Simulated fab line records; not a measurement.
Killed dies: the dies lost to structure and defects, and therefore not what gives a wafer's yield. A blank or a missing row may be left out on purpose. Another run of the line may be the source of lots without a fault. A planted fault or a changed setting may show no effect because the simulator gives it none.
Problem report in the 8D (eight disciplines) form, filled by code + flow n5-finfet + the parts of the form that need people (team, actions taken, sign-off) are left out

== 1. WHAT IS WRONG ==
Mean of spin-speed-rpm at N5_SD_EPI_P_COAT_03: 1231.2 rpm across 6 wafers in 2 lots; on wafers with no fault it is 1500.0 rpm (standard deviation 1). So: -99 or more standard deviations from the usual mean.
The step: resist thk 150 nm.
The first sign was on wafer L231.2 at day 5 08:45, on litho-track-02. Wafers with a number at this step in the record: 27, from 9 lots. By rule, "out" or "out of limits" means more than 4 standard deviations away from the usual mean. All remaining wafers that have a number are taken as sound.

== 2. WHAT IT IS, AND WHAT IT ISN'T ==
| question                    | is                     | is not                                                                                            |
|-----------------------------|------------------------|---------------------------------------------------------------------------------------------------|
| which readings at this step | spin-speed-rpm         | -                                                                                                 |
| which lots                  | L231, L233             | L226, L237, L238, L240, L242, L245, L246                                                          |
| which wafers of those lots  | all that have a number | -                                                                                                 |
| read on which tools         | litho-track-02         | litho-track-03, litho-track-05                                                                    |
| when                        | from day 5 08:45       | up to then (3 sound wafers); but 18 sound wafers of L237, L238, L240, L242, L245, L246 came after |

== 3. WHAT RULES OUT EACH SUSPECT ==
Counting: any tool at a process step up to the reading is kept as a suspect provided that every lot that is out went through it and no sound lot did after the first of them.
- litho-track-02 at N5_SD_EPI_P_COAT_03 (resist thk 150 nm): ruled out as a lasting fault. Sound lots L245 ran on it after its first lot that is out, L231 (day 5 08:45).
Left after counting: nothing in the record.

== 4. THE CAUSE (what the simulator had put in) ==
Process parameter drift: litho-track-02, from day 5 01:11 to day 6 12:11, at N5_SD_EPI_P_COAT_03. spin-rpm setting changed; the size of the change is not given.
Counting ruled it out, wrongly.

== 5. THE CHAIN OF EFFECTS, in route order ==
One row per reading whose mean, taken over the struck wafers that have a number, lies over 3 standard deviations from the usual. Readings are gone through only where the record gives a usual standard deviation; hours: the median, over the lots, of the time from a lot's start at the first step in this table giving one to that lot's start at this step; sigmas: the change measured in usual standard deviations.
| hours | step                | reading        | usual      | on struck wafers | change | sigmas      |
|-------|---------------------|----------------|------------|------------------|--------|-------------|
| 0     | N5_SD_EPI_P_COAT_03 | spin-speed-rpm | 1500.0 rpm | 1231.2           | -268.8 | -99 or more |
The process steps in it:
- N5_SD_EPI_P_COAT_03: resist thk 150 nm.
At these later measuring or inspecting steps, every struck wafer for which the step has a row has a number for every such reading, and none has moved that far: N5_SD_EPI_P_INSPECT_11, N5_BEOL_M4_RC_MEAS_101.

== 6. HOW IT WOULD HAVE BEEN CAUGHT EARLIER ==
First out-of-limits reading in this record: day 5 08:45, which is 8 hours after fault onset at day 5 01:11.
